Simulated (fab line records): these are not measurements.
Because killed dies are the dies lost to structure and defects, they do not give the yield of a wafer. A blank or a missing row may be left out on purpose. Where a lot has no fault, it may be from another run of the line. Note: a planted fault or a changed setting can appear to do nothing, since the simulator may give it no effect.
Comparing a struck lot with a sound one    flow n5-finfet    36 out of 1938 route steps
Sound: the wafers L368.1, L368.3, L368.6. Struck: wafer L374.1 (left out: L374.2, L374.3 of the same lot, which were not struck); the cause appears at the end.
Each step with rows lists, per side, the tool, then ch with its chambers, then its first start. Under that, the readings that differ: sound wafers    struck wafers    difference of the means    sigmas: that difference in standard deviations of wafers without a fault.
alike: readings whose means differ by less than 2 such deviations, and words and numbers that are the same on both sides. not compared: withheld readings, readings that some wafer has no value for, bounds like >300 that may hide the same value, and numbers for which the record gives no deviation and whose values overlap.
The two part at a step that has a row with sigmas, a row that says differs or no value, or rows on one side only. Non-overlapping numbers with no deviation appear without sigmas and do not part them. A reading missing from all wafers of one side parts the sides only when that side holds two or more wafers.

first, 9 steps without rows for these wafers: N5_MOL_CONTACT_COAG_COAT_64 (time 60 s, resist thk 10 nm); N5_MOL_CONTACT_COAG_COAT_34 (resist thk 40 nm); N5_MOL_CONTACT_COAG_EBR_36; N5_MOL_CONTACT_COAG_SOFTBAKE_35 (time 60 s); N5_MOL_CONTACT_COAG_EXPOSE_37 (exposes mask VD, defocus 0 nm); N5_MOL_CONTACT_COAG_PEB_38 (peb time 60 s); N5_MOL_CONTACT_COAG_DEVELOP_39 (develop time 30 s); N5_MOL_CONTACT_COAG_DESCUM_45 (chemistry O2, time 7 s); N5_MOL_CONTACT_COAG_ETCH_65 (etches underlayer in N2/H2, target depth 13 nm, time 10.4 s).
N5_MOL_CONTACT_COAG_ETCH_66: etches SiARC in CF4, target depth 13 nm, time 21.7 s.
  sound on rie-diel-06 ch 1,2,3, day 6 00:29; struck on rie-diel-06 ch 0, day 7 11:54
  alike: drypump-motor-current-A, etch-rf-on-time-s, oes-product-au, rf-vpp-V, showerhead-plenum-p-Torr, throttle-valve-pct
  not compared: rf-hours-counter-h
then, 25 steps without rows for these wafers: N5_MOL_CONTACT_COAG_ALD_133 (deposits SiO2, target thk 5 nm, pulse time 1 s, co reactant pulse time 1 s); N5_MOL_CONTACT_COAG_ETCHBACK_134 (etches SiO2 in CHF3, target depth 10 nm, time 6.7 s); N5_MOL_CONTACT_COAG_ETCH_67 (etches SOC in N2/H2, target depth 60 nm, overetch 21 nm, time 101.2 s); N5_MOL_CONTACT_COAG_STRIP_68 (strips in N2/H2); N5_MOL_CONTACT_COAG_STRIP_69 (strips in N2/H2); N5_MOL_CONTACT_COAG_ETCHBACK_136 (etches SiO2 in CHF3, target depth 25 nm, time 16.7 s); N5_MOL_CONTACT_COAG_STRIP_120 (strips in CHF3); N5_MOL_CONTACT_COAG_VIA_ETCH_117 (etches SiO2 in C4F6/O2, target depth 40 nm, overetch 8 nm, time 26 s); N5_MOL_CONTACT_COAG_ETCH_124 (etches SiNx in CH3F/O2, stops on SiOC, target depth 6.5 nm); N5_MOL_CONTACT_COAG_ETCH_48 (etches SiOC in C4F6/O2, target depth 15 nm, overetch 4.5 nm, time 17 s); N5_MOL_CONTACT_COAG_STRIP_72 (strips in N2/H2); N5_MOL_CONTACT_COAG_STRIP_49 (strips in N2/H2, time 30 s); N5_MOL_CONTACT_COAG_PRECLEAN_138 (cleans in alkaline clean, time 60 s); N5_MOL_CONTACT_COAG_SRD_139 (time 30 s); N5_MOL_CONTACT_COAG_PRE_CLEAN_121; N5_MOL_CONTACT_COAG_CVD_140 (deposits W, target thk 66.5 nm, time 215 s); N5_MOL_CONTACT_COAG_PRECLEAN_127 (cleans in DIW, time 57.5 s); N5_MOL_CONTACT_COAG_SRD_128 (dry time 32 s); N5_MOL_CONTACT_COAG_CMP_52 (polishes, stops on SiO2, t overpolish 1.5 s, target thk 66.5 nm); N5_MOL_CONTACT_COAG_ANNEAL_112 (time 1800 s); N5_BEOL_M0_SAQP_PECVD_00 (deposits SiCN from 3MS/NH3, target thk 8 nm, time 14 s); N5_BEOL_M0_SAQP_ILD_DEP_01 (deposits SiOC from DEMS/O2, target thk 45.419 nm, time 8.7 s); N5_BEOL_M0_SAQP_HM_DEP_02 (deposits TiN, target thk 12 nm); N5_BEOL_M0_SAQP_PECVD_03 (deposits SiCN from 3MS/NH3, target thk 12 nm, time 21.1 s); N5_BEOL_M0_SAQP_PECVD_96 (deposits a-Si from SiH4/He, target thk 45 nm, time 45.2 s).
-- record jumps: 8 days separate the struck wafers' starts on either side; left off in module BEOL_M0_SAQP, taken up again in module PASSIVATION, whose first shown step is the route's number 1936 --
N5_PASSIVATION_PROBE_49:
  record: rows for the struck wafers here (prober-02, day 15 11:01), none for the sound ones

WHERE THEY PART
Only at N5_PASSIVATION_PROBE_49, as far as this record shows.

WHY: what the simulator had put in
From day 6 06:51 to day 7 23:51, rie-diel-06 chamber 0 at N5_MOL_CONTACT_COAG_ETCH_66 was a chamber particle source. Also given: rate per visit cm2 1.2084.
